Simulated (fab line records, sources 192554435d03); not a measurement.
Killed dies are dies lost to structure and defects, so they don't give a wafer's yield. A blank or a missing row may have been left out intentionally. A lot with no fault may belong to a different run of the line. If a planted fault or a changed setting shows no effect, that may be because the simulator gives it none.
fab line records	flow n5_finfet
[record] lots = 5	wafers = 12	last_day = 16
route steps=1938 shown BEOL_M9@1437 BEOL_M10@1470 BEOL_M15@1830 PASSIVATION@1936
lots with no fault: from the same line, run without faults
start_h: start of the lot's first displayed wafer, in hours after the record's first day	wait_h: hours since the lot's step before	" repeats the value in the row above	L1.1+2: several wafers, shown together as one row	- no value, or no start was given	* or withheld: withheld	< > ~ a bound
route shown NAME@n: NAME is a module with steps in the file, n the number in the route of the first one	usual: mean/standard deviation of fault-free wafers	same: alike in all rows	chamber/n: place in a boat	sites: the reading at each site	_std_site: the standard deviation of these	_edge_site: outer sites' mean less inner sites'	radius_mm: for every site, how far away it sits from the centre of the wafer	mask NAME#n: copy n	behind: the tool/chamber that last shaped the wafer	hold: why the lot went on hold/how many hours it stayed there/how the hold came to an end	device: the transistor (n, p or np) that didn't switch	end of line: the same wafers' tests at the end of the route	for a step that has no rows: nothing shown but its recipe	killed: count of dies lost to structure and defects at first sort (not the wafer's yield)	map: a wafer's dies, marking killed ones x, the rest . and places with no die _
set.NAME: the setting the step ran with; set.NAME@STEP: the setting that earlier step ran with	model.NAME: the simulator's own value behind a step, which no gauge read
lots at some steps of the route; a table a step, a row a wafer
services: from which hour (start_h, from the record's first day; less than 0 if before it) a tool's chamber was out of use, for how many hours, and why
[[steps]]
[step N5_BEOL_M9_DESCUM_33]
[recipe] chemistry = O2	time_s = 7	source_power_w = 50	bias_power_w = 20	pressure_mtorr = 20	rf_frequency_hz = 2.712e+07	temp_c = 40	resist = CAR-EUV	o2_flow_sccm = 225
[step N5_BEOL_M9_ETCH_76]
[recipe] chemistry = N2/H2	target = underlayer	target_depth_a = 65	mask_material = CAR-EUV	time_s = 5.2	ion_energy_ev = 200	pressure_mtorr = 30	source_w = 840	bias_w = 150	n2_flow_sccm = 200	h2_flow_sccm = 200	ends = cleared
[step N5_BEOL_M9_ETCH_65]
[recipe] chemistry = CF4	target = SiARC	target_depth_a = 156	mask_material = CAR-EUV	time_s = 26	ion_energy_ev = 80	pressure_mtorr = 40	source_w = 545	bias_w = 36	Ar_flow_sccm = 100	cf4_flow_sccm = 100	ends = cleared
[step N5_BEOL_M9_ETCH_66]
[recipe] chemistry = N2/H2	target = SOC	target_depth_a = 800	overetch_a = 160	mask_material = SiARC	temp_c = 40	time_s = 120	ion_energy_ev = 200	pressure_mtorr = 30	source_w = 840	bias_w = 150	n2_flow_sccm = 200	h2_flow_sccm = 200
[step N5_BEOL_M9_STRIP_69]
[recipe] chemistry = N2/H2	temp_c = 40	n2_flow_sccm = 200	h2_flow_sccm = 200	rf_frequency_hz = 6e+07
[step N5_BEOL_M9_STRIP_77]
[recipe] chemistry = N2/H2	temp_c = 40	n2_flow_sccm = 200	h2_flow_sccm = 200	rf_frequency_hz = 6e+07
[step N5_BEOL_M9_VIA_ETCH_34]
[recipe] chemistry = C4F6/O2	target = SiCOH_lowk	target_depth_a = 1824	mask_material = SOC	taper_deg = 4	time_s = 68.4	ion_energy_ev = 250	pressure_mtorr = 30	source_w = 345	bias_w = 185	Ar_flow_sccm = 300	C4F6_flow_sccm = 10	O2_flow_sccm = 10
[step N5_BEOL_M9_STRIP_73]
[recipe] chemistry = C4F6/O2	resist = SiARC	rf_frequency_hz = 6e+07
[step N5_BEOL_M9_STRIP_36]
[recipe] chemistry = N2/H2	power_w = 450	temp_c = 40	pressure_mtorr = 20	rf_frequency_hz = 6e+07	overash_fraction = 0.3	bias_power_w = 7	h2_frac = 0.5	n2_flow_sccm = 200	h2_flow_sccm = 200
[step N5_BEOL_M9_TRENCH_ETCH_37]
[recipe] chemistry = C4F6/O2	target_depth_a = 1514.3	target = SiCOH_lowk	time_s = 49	ion_energy_ev = 250	pressure_mtorr = 30	source_w = 345	bias_w = 185	Ar_flow_sccm = 300	C4F6_flow_sccm = 10	O2_flow_sccm = 10
[usual] C4F6_flow_sccm = 9.998/0.029	bias_w = 185.0/0.57	drypump_motor_current_A = 5.7/0.5	oes_product_au = 0.81/0.062	rf_vpp_V = 668/5.1	showerhead_plenum_p_Torr = 2.86/0.083	throttle_valve_pct = 20.83/0.2
[same] time_s = 49
lot.wafer	tool	chamber	start_h	wait_h	C4F6_flow_sccm	bias_w	drypump_motor_current_A	oes_product_au	rf_hours_counter_h	rf_vpp_V	showerhead_plenum_p_Torr	throttle_valve_pct	model.BEOL_M9.feature_depth_nm	model.etch.depth_nm	model.TiN_of_BEOL_M9_HM_DEP_02.thk_nm
L833.2	rie_diel-01	0	227.63	-	9.984	184.8	5.8	0.83	61	668	3.01	21.10	152	151.9	15.6
L833.3	"	2	"	"	9.999	185.3	4.8	0.82	94	665	2.75	20.61	153.2	153.2	15.6
L833.6	"	2	"	"	9.963	185.8	4.8	0.82	-	664	2.75	20.62	153.8	153.8	15.6
L841.2	rie_diel-01	3	266.25	-	9.985	184.5	5.6	0.85	61	678	2.89	20.92	153.4	153.3	15.8
L841.3	"	2	"	"	10.053	185.1	4.9	0.71	106	665	2.75	20.58	124.4	124.5	16.6
L844.2	rie_diel-01	1	287.55	-	10.018	185.4	5.7	0.74	169	669	2.84	20.90	151.8	151.8	15.8
L844.3	"	0	"	"	10.013	186.1	5.8	0.71	81	668	3.00	21.08	121.8	121.9	16.6
L842.3	rie_diel-01	1	291.82	-	10.066	184.9	5.7	0.66	171	670	2.84	20.86	120.8	120.7	16.4
L842.5	"	1	"	"	10.014	184.4	5.7	0.75	-	671	2.84	20.90	150.8	150.8	15.4
L849.4	rie_diel-02	3	307.06	-	9.988	184.7	4.9	0.93	7	669	2.90	20.78	153.6	153.6	15.8
L849.5	"	1	"	"	10.006	184.3	5.8	0.90	-	664	2.80	21.07	153.2	153.2	15.8
L849.6	"	2	"	"	9.971	184.6	5.1	0.78	-	658	2.75	21.04	152.4	152.4	16
[step N5_BEOL_M9_ETCH_41]
[recipe] chemistry = CH3F/O2	target = SiCN	target_depth_a = 366	taper_deg = 2	time_s = 70.1	ion_energy_ev = 120	mask_material = TiN	pressure_mtorr = 30	source_w = 395	bias_w = 75	Ar_flow_sccm = 150	CH3F_flow_sccm = 30	O2_flow_sccm = 20
[step N5_BEOL_M9_STRIP_80]
[recipe] chemistry = N2/H2	time_s = 10	power_w = 450	temp_c = 40	pressure_mtorr = 20	rf_frequency_hz = 6e+07	bias_power_w = 7	n2_flow_sccm = 200	h2_flow_sccm = 200
[step N5_BEOL_M9_OCD_MEAS_38]
[usual] trench_depth_nm = 152.2/2.1
lot.wafer	tool	chamber	start_h	wait_h	trench_depth_nm
L833.2	ocd-02	-	227.81	-	151.6
L833.3	"	-	"	"	153.3
L833.6	"	-	"	"	154.2
L841.2	ocd-01	-	266.43	-	153.8
L841.3	"	-	"	"	124.3
L844.2	ocd-02	-	287.72	-	152.2
L844.3	"	-	"	"	122.2
L842.3	ocd-02	-	291.99	-	120.9
L842.5	"	-	"	"	151.3
L849.4	ocd-02	-	307.23	-	153.8
L849.5	"	-	"	"	153.2
L849.6	"	-	"	"	152.6
[step N5_BEOL_M9_HM_STRIP_39]
[recipe] chemistry = peroxide_tin_strip	material = TiN	target_depth_a = 250	temp_c = 50	time_s = 158
[step N5_BEOL_M9_SRD_40]
[recipe] time_s = 30	temp_c = 23	rinse_liquid = diw	dry = ipa_marangoni
[step N5_BEOL_M9_PRECLEAN_42]
[recipe] chemistry = residue_remover	time_s = 60	temp_c = 40
[step N5_BEOL_M9_SRD_43]
[recipe] time_s = 30	temp_c = 23	rinse_liquid = diw	dry = ipa_marangoni
[step N5_BEOL_M9_CURE_72]
[recipe] temp_c = 370	time_s = 120	ambient = DMADMS/He	material = SiCOH_lowk
[step N5_BEOL_M9_DEGAS_44]
[recipe] ambient = vacuum	temp_c = 250	time_s = 60
[step N5_BEOL_M9_PRE_CLEAN_45]
[recipe] gas = H2/He	time_s = 30	temp_c = 250
[step N5_BEOL_M9_ALD_74]
[recipe] material = TaN	target_thk_a = 20	temp_c = 275	ald_precursor_family = PDMAT	ald_co_reactant = NH3	pressure_torr = 3	carrier_flow_sccm = 1500	pulse_time_s = 2	purge_time_s = 3	co_reactant_purge_time_s = 2	co_reactant_pulse_time_s = 3	ald_cycles = 40	precursor_vessel_temp_c = 75	precursor_vessel_pressure_torr = 26.25	precursor_vessel_carrier_sccm = 1000
[step N5_BEOL_M9_SURFACE_TREAT_79]
[recipe] gas = Ar	time_s = *	ion_energy_ev = *	ion_current_ma_cm2 = 0.5	pressure_mtorr = *	ar_flow_sccm = 30
[step N5_BEOL_M9_CVD_78]
[recipe] material = Co	target_thk_a = 20	temp_c = withheld	precursor = CCTBA/H2	pressure_torr = 30	time_s = 138.9
[step N5_BEOL_M9_SPUTTER_48]
[recipe] material = Cu	target_thk_a = 120	temp_c = -20	bias_v = 60	power_w = 26000	chamber_pressure_pa = 0.13	time_s = 2
[step N5_BEOL_M9_ECD_50]
[recipe] material = Cu	target_thk_a = 3180
[step N5_BEOL_M9_ANNEAL_51]
[recipe] temp_c = 225	time_s = 90	ambient = N2
[step N5_BEOL_M9_CMP_52]
[recipe] stop_on = SiCOH_lowk	t_overpolish_s = 7	down_force_psi = 1	platen_rpm = 50	clearing_platen_down_force_psi = 1.5	clearing_platen_rpm = 50	post_cmp_clean = cu_alkaline	target_thk_nm = 140	clearing_platen_pad_velocity_m_s = 0.99484	pad_velocity_m_s = 0.99484
[usual] motor_current_A = 6.3/0.76	platen_rpm = 50.01/0.037
lot.wafer	tool	chamber	start_h	wait_h	motor_current_A	platen_rpm	model.Cu_of_BEOL_M9_ECD_50.thk_nm
L833.2	cmp-04	0	229.88	0.3	5.4	49.99	139.4
L833.3	"	1	"	"	7.1	50.00	142.8
L833.6	"	3	"	"	6.9	49.98	141.6
L841.3	cmp-04	3	268.93	0.6	6.5	49.96	113.4
L841.2	"	0	"	"	5.5	50.00	140.2
L844.2	cmp-04	1	289.69	0.2	6.9	50.00	139.6
L844.3	"	0	"	"	5.2	50.01	109.6
L842.3	cmp-02	2	295.41	0.2	5.7	50.01	109.2
L842.5	"	1	"	"	6.6	49.96	138.4
L849.4	cmp-01	2	309.30	0.2	6.5	50.07	141.8
L849.6	"	1	"	"	5.6	49.99	144.2
L849.5	"	2	"	"	6.6	49.98	142.4
[step N5_BEOL_M9_THK_MEAS_53]
[recipe] thk_meas_gauge = xrf	reads = Cu_of_BEOL_M9_ECD_50
[usual] M9_THK = 142.0/2.5
lot.wafer	tool	chamber	start_h	wait_h	M9_THK[nm]
L833.2	film_metro-02	-	230.10	-	140.6
L833.3	"	-	"	"	144.7
L833.6	"	-	"	"	144.2
L841.2	film_metro-01	-	269.15	-	143.1
L841.3	"	-	"	"	115.7
L844.2	film_metro-01	-	289.98	-	139.7
L844.3	"	-	"	"	109.8
L842.3	film_metro-02	-	295.67	-	109.7
L842.5	"	-	"	"	140.2
L849.4	film_metro-02	-	309.56	-	145.0
L849.5	"	-	"	"	144.9
L849.6	"	-	"	"	146.4
[step N5_BEOL_M9_PRE_CLEAN_55]
[recipe] gas = NH3	time_s = 15	temp_c = withheld	rf_power_w = 300
[step N5_BEOL_M9_DEP_56]
[recipe] material = SiCN	target_thk_a = 150	temp_c = withheld	precursor = 3MS/NH3	pressure_torr = 3	rf_w = 202	time_s = 26.5
[step N5_BEOL_M9_RS_MEAS_57]
[recipe] thk_meas_gauge = four-point-probe	reads = Cu_of_BEOL_M9_ECD_50+Co_of_BEOL_M9_CVD_78+TaN_of_BEOL_M9_ALD_74
[usual] M9_RS = 0.1503/0.0027
lot.wafer	tool	chamber	start_h	wait_h	M9_RS[ohm/sq]
L833.2	film_metro-01	-	230.24	0.1	0.1518
L833.3	"	-	"	"	0.1478
L833.6	"	-	"	"	0.1493
L841.2	film_metro-02	-	269.28	0.1	0.1504
L841.3	"	-	"	"	0.1909
L844.2	film_metro-01	-	290.12	0.1	0.1512
L844.3	"	-	"	"	0.1979
L842.3	film_metro-01	-	295.81	0.1	0.1988
L842.5	"	-	"	"	0.1525
L849.4	film_metro-01	-	309.70	0.0	0.1485
L849.5	"	-	"	"	0.1483
L849.6	"	-	"	"	0.1462
[step N5_BEOL_M10_ILD_DEP_00]
[recipe] material = SiCOH_lowk	target_thk_a = 3085.1	temp_c = 300	precursor = DEMS/porogen	pressure_torr = 5	rf_w = 500	time_s = 58
[step N5_BEOL_M10_CURE_71]
[recipe] temp_c = 385	time_s = 240	ambient = He/Ar	material = SiCOH_lowk
[step N5_BEOL_M10_PECVD_70]
[recipe] material = SiO2	target_thk_a = 200	temp_c = 400	precursor = TEOS/O2	pressure_torr = 5.5	rf_w = 450	teos_flow_sccm = 53.8	gas = O2	flow_sccm = 3000	time_s = 22.7
[step N5_BEOL_M10_HM_DEP_02]
[recipe] material = TiN	target_thk_a = 200	temp_c = 25	chamber_pressure_pa = 0.49996
[step N5_BEOL_M10_COAT_59]
[recipe] resist = SOC	temp_c = 250	time_s = 60	spin_rpm = 1500	resist_thk_nm = 100
[step N5_BEOL_M15_RC_MEAS_101]
[usual] COMB_M10 = 1.4e-11/3.2e-12	COMB_M11 = 1.4e-11/3.1e-12	COMB_M12 = 6.3e-12/1.4e-12	COMB_M13 = 4.3e-12/9.4e-13	COMB_M14 = 3.3e-12/8.2e-13	COMB_M15 = 2.3e-12/5.4e-13	COMB_M5 = 3.6e-11/6.7e-12	COMB_M6 = 2.4e-11/5e-12	COMB_M7 = 2.5e-11/4.8e-12	COMB_M8 = 2.5e-11/5.2e-12	SERP_M10 = 3.08/0.059	SERP_M11 = 3.04/0.058	SERP_M12 = 0.632/0.011	SERP_M13 = 0.309/0.0048	SERP_M13_max_site = 0.312/0.0048	SERP_M14 = 0.1610/0.0025	SERP_M5 = 38.3/1.3	SERP_M6 = 13.8/0.44	SERP_M6_max_site = 14.4/0.48	SERP_M7 = 13.9/0.4	SERP_M8 = 14.0/0.42	SERP_M9 = 3.06/0.068	SERP_M9_max_site = 3.14/0.078
lot.wafer	tool	chamber	start_h	wait_h	COMB_M10[S/m]	COMB_M11[S/m]	COMB_M12[S/m]	COMB_M13[S/m]	COMB_M14[S/m]	COMB_M15[S/m]	COMB_M5[S/m]	COMB_M6[S/m]	COMB_M7[S/m]	COMB_M8[S/m]	SERP_M10[ohm/um]	SERP_M11[ohm/um]	SERP_M12[ohm/um]	SERP_M13[ohm/um]	SERP_M13_max_site[ohm/um]	SERP_M14[ohm/um]	SERP_M5[ohm/um]	SERP_M6[ohm/um]	SERP_M6_max_site[ohm/um]	SERP_M7[ohm/um]	SERP_M8[ohm/um]	SERP_M9[ohm/um]	SERP_M9_max_site[ohm/um]
L833.2	prober-01	0	268.80	0.2	2.3e-11	1.6e-11	4.4e-12	4.8e-12	3.2e-12	2.8e-12	3.6e-11	2.9e-11	3.1e-11	2.6e-11	3.12	3.08	0.636	0.310	0.314	0.1621	38.5	13.2	13.9	14.1	14.3	3.02	3.10
L833.3	"	0	"	"	2e-11	1e-11	8.4e-12	2.8e-12	4.4e-12	3e-12	2.9e-11	2.7e-11	3e-11	2.1e-11	3.08	3.00	0.628	0.304	0.307	0.1615	37.1	13.2	14.0	13.8	13.9	2.97	3.07
L833.6	"	0	"	"	1.2e-11	1.2e-11	5.4e-12	3.9e-12	3.9e-12	3.4e-12	3e-11	3.1e-11	3e-11	2.3e-11	3.16	3.06	0.613	0.311	0.318	0.1624	39.0	12.9	13.4	14.2	13.9	2.98	3.06
L841.2	prober-02	0	309.83	0.2	1.2e-11	2.1e-11	6.1e-12	5.6e-12	3.2e-12	9e-13	3.3e-11	2.3e-11	2.2e-11	1.8e-11	3.09	3.10	0.643	0.316	0.320	0.1597	39.6	13.3	13.5	14.0	13.6	3.05	3.08
L841.3	"	0	"	"	1.8e-11	2e-11	7.1e-12	4.2e-12	3.2e-12	1.3e-12	5.1e-11	2.8e-11	2e-11	2e-11	3.13	3.08	0.635	0.302	0.308	0.1590	39.8	14.0	14.5	14.2	13.8	3.90	3.97
L844.2	prober-02	0	327.39	0.2	1.1e-11	1.4e-11	6.7e-12	5.4e-12	2.4e-12	1.9e-12	4.5e-11	3.1e-11	3.1e-11	3.2e-11	3.10	3.12	0.649	0.312	0.313	0.1587	37.8	13.6	14.1	14.8	14.3	3.06	3.14
L844.3	"	0	"	"	1.4e-11	1.3e-11	6.3e-12	3.5e-12	2.7e-12	2.5e-12	4.2e-11	2.4e-11	2.1e-11	3.3e-11	3.02	2.95	0.643	0.308	0.311	0.1577	38.3	13.9	15.1	14.2	14.7	4.07	4.12
L842.3	prober-02	0	341.72	0.3	1.3e-11	1.4e-11	4.1e-12	2.8e-12	3e-12	1.6e-12	3.1e-11	2.2e-11	2.7e-11	2e-11	3.15	3.03	0.639	0.304	0.306	0.1648	37.3	14.4	14.7	14.2	13.7	4.07	4.20
L842.5	"	0	"	"	1e-11	1e-11	4.9e-12	5.2e-12	3.6e-12	2e-12	4.7e-11	2.3e-11	2.4e-11	2.2e-11	3.07	3.03	0.642	0.305	0.310	0.1611	37.5	14.4	14.9	14.5	14.4	3.15	3.20
L849.4	prober-02	0	357.63	0.5	1.5e-11	1.2e-11	7.5e-12	3.5e-12	3.3e-12	2.6e-12	4.8e-11	2.4e-11	2.4e-11	2.4e-11	3.10	3.15	0.624	0.305	0.308	0.1649	40.4	13.9	14.5	13.3	13.7	3.10	3.18
L849.5	"	0	"	"	1.2e-11	1.5e-11	5.1e-12	3.6e-12	3.3e-12	2e-12	4.5e-11	1.4e-11	2e-11	2.5e-11	3.14	2.99	0.656	0.311	0.312	0.1625	38.6	13.9	14.3	13.5	13.6	3.03	3.07
L849.6	"	0	"	"	1.8e-11	1.2e-11	8.1e-12	3.6e-12	3.4e-12	3.1e-12	3.9e-11	2.3e-11	1.9e-11	2.9e-11	3.11	2.97	0.622	0.304	0.307	0.1628	39.6	14.3	14.8	13.9	13.7	2.91	3.09
// sites SERP_M9 radius_mm=0,75,75,75,75,140,140,140,140
L833.2 2.91 3.00 3.00 3.01 3.03 3.09 3.06 3.10 3.02
L841.2 3.04 3.05 3.08 3.07 3.08 2.91 3.06 2.93 3.01
L844.2 3.10 3.12 3.06 3.08 3.14 2.96 3.02 2.95 2.96
L842.3 4.17 4.10 4.07 4.10 4.20 3.94 3.94 3.91 3.97
L849.4 3.17 3.16 3.10 3.10 3.18 3.13 3.03 3.02 3.10
[step N5_PASSIVATION_PROBE_49]
[usual] defect_limited_yield = 91.3/1.4	killed_at_M0_to_M3 = 34/10	killed_at_M4_up = 13/4.8	killed_at_contacts = 12/6.1	killed_at_front_end = 40/11	killed_at_other = 3.7/2.8	killed_dies = 103/16	killed_open = 67/12	killed_short = 34/7.4	sort_bin_5_function = 5.1/0.95	sort_bin_6_memory = 3.2/0.62	sort_bin_8_speed = 0/0	sort_n_pass = 1077/16	sort_yield_pct = 91.3/1.4
[same] gross_dies = 1180	killed_at_back_side = 0	sort_bin_4_leakage[%] = 0
lot.wafer	tool	chamber	start_h	wait_h	defect_limited_yield[%]	killed_at_M0_to_M3	killed_at_M4_up	killed_at_contacts	killed_at_front_end	killed_at_other	killed_dies	killed_open	killed_short	sort_bin_5_function[%]	sort_bin_6_memory[%]	sort_bin_8_speed[%]	sort_n_pass	sort_yield_pct[%]
L841.2	prober-01	-	323.49	0.1	91.9	29	16	13	31	6	95	65	27	4.1	3.5	0	1085	91.9
L841.3	prober-01	-	323.54	0.1	92.0	26	12	8	42	6	94	57	36	5.1	2.6	0	1086	92.0
L842.3	prober-02	-	356.25	0.1	92.2	29	10	13	38	2	92	46	45	3.8	3.5	0.08	1088	92.2
L842.5	prober-02	-	356.35	0.2	91.9	23	20	9	40	4	96	57	38	5.3	2.4	0	1084	91.9
L849.4	prober-01	-	371.91	0.2	92.0	42	11	9	32	0	94	63	30	4.6	3.3	0	1086	92.0
L849.5	prober-01	-	371.96	0.2	90.5	33	11	12	55	1	112	71	39	6.6	2.3	0	1068	90.5
L849.6	prober-01	-	372.01	0.3	91.9	33	9	11	40	2	95	59	36	4.9	2.8	0	1085	91.9
// killed by level:class
L841.2 BEOL_M2:geometric_particle:open=11 MOL_CONTACT_COAG:geometric_particle:open=10 STI_FIN_REVEAL:geometric_particle:open=9 FIN_SAQP:geometric_particle:open=7 BEOL_M0_SAQP:geometric_particle:short=6 GATE_CUT:geometric_particle:short=4 BEOL_M0_SAQP:geometric_particle:open=4 MOL_CONTACT_COAG:geometric_particle:short=3
L841.3 FIN_SAQP:geometric_particle:open=8 FIN_SAQP:geometric_particle:short=7 MOL_CONTACT_COAG:geometric_particle:open=6 BEOL_M0_SAQP:geometric_particle:short=6 BEOL_M0_SAQP:geometric_particle:open=6 SPACER0:geometric_particle:open=5 GATE_CUT:geometric_particle:short=5 BEOL_M2:geometric_particle:open=5
L842.3 GATE_CUT:geometric_particle:short=9 MOL_CONTACT_COAG:geometric_particle:open=9 BEOL_M2:geometric_particle:open=8 BEOL_M0_SAQP:geometric_particle:short=6 STARTING-WAFER:geometric_particle:open=5 GATE_CUT:geometric_particle:open=4 MOL_CONTACT_COAG:geometric_particle:short=4 BEOL_M1:geometric_particle:short=4
L842.5 BEOL_M4:geometric_particle:open=9 BEOL_M2:geometric_particle:open=8 GATE_CUT:geometric_particle:short=7 SPACER0:geometric_particle:short=6 MOL_CONTACT_COAG:geometric_particle:open=6 BEOL_M0_SAQP:geometric_particle:open=6 FIN_SAQP:geometric_particle:short=5 BEOL_M0_SAQP:geometric_particle:short=5
L849.4 BEOL_M2:geometric_particle:open=10 BEOL_M0_SAQP:geometric_particle:short=9 MOL_CONTACT_COAG:geometric_particle:open=7 FIN_SAQP:geometric_particle:open=6 BEOL_M0_SAQP:geometric_particle:open=6 BEOL_M0:geometric_particle:open=5 STI_FIN_REVEAL:geometric_particle:open=4 BEOL_M1:geometric_particle:open=4
L849.5 FIN_SAQP:geometric_particle:short=11 STI_FIN_REVEAL:geometric_particle:open=11 MOL_CONTACT_COAG:geometric_particle:open=10 BEOL_M0:geometric_particle:open=9 BEOL_M2:geometric_particle:open=7 FIN_SAQP:geometric_particle:open=6 BEOL_M4:geometric_particle:open=6 STI_FIN_REVEAL:geometric_particle:short=5
L849.6 BEOL_M0_SAQP:geometric_particle:open=10 BEOL_M0_SAQP:geometric_particle:short=9 STI_FIN_REVEAL:geometric_particle:open=8 GATE_CUT:geometric_particle:short=7 MOL_CONTACT_COAG:geometric_particle:open=6 STARTING-WAFER:geometric_particle:open=6 DUMMY_GATE:geometric_particle:open=5 MOL_CONTACT_COAG:geometric_particle:short=5
[[services]]
tool	chamber	start_h	hours	kind
rie_diel-02	1	210.87	-	clean
rie_diel-02	1	210.87	-	consumable_replace:focus_ring
rie_diel-02	1	210.87	26.1	scheduled_down
rie_diel-02	1	210.87	26.1	vent_cycle
rie_diel-01	0	216.59	1.2	repair
rie_diel-02	-	219.04	0.7	repair
cmp-02	-	230.48	1.0	repair
cmp-01	-	240.96	2.3	repair
cmp-01	-	251.52	6.1	repair
rie_diel-02	3	256.42	2.8	repair
rie_diel-02	3	259.42	-	clean
rie_diel-02	3	259.42	-	consumable_replace:focus_ring
rie_diel-02	3	259.42	25.7	scheduled_down
rie_diel-02	3	259.42	25.7	vent_cycle
cmp-02	-	264.59	5.4	pm
rie_diel-02	2	267.02	6.3	repair
cmp-01	-	288.57	4.0	pm
cmp-01	-	292.57	-	consumable_replace:conditioner
cmp-01	-	292.57	-	consumable_replace:pad
cmp-04	-	295.51	4.1	repair
cmp-02	-	296.11	2.5	repair
rie_diel-01	0	301.30	18.0	repair
rie_diel-01	2	304.72	3.9	repair
[[key]]
[first_sign] step = N5_BEOL_M9_OCD_MEAS_38	reading = trench_depth_nm	direction = down	sigmas = 14	usual = 152.2	struck = 122.5
[effect] step = N5_BEOL_M9_THK_MEAS_53	reading = M9_THK	direction = down	sigmas = 12	usual = 142.0	struck = 111.7
[effect] step = N5_BEOL_M9_RS_MEAS_57	reading = M9_RS	direction = up	sigmas = 17	usual = 0.1503	struck = 0.1959
[effect] step = N5_BEOL_M15_RC_MEAS_101	reading = SERP_M9	direction = up	sigmas = 14	usual = 3.06	struck = 4.01
[model_effect] step = N5_BEOL_M9_TRENCH_ETCH_37	value = BEOL_M9.feature_depth_nm	without = 152.2	struck = 122.3
[model_effect] step = N5_BEOL_M9_CMP_52	value = Cu_of_BEOL_M9_ECD_50.thk_nm	without = 140.6	struck = 110.7
met_at N5_BEOL_M9_TRENCH_ETCH_37
struck_wafers L841.3,L842.3,L844.3
onset_between 227.63 266.25
[fault] kind = process_parameter_drift	tool = rie_diel-01	chamber = -	onset_h = 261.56	steps = N5_BEOL_M9_TRENCH_ETCH_37	channel = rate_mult	offset = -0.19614	shape = step	end_h = 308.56	scope = struck_wafers_only
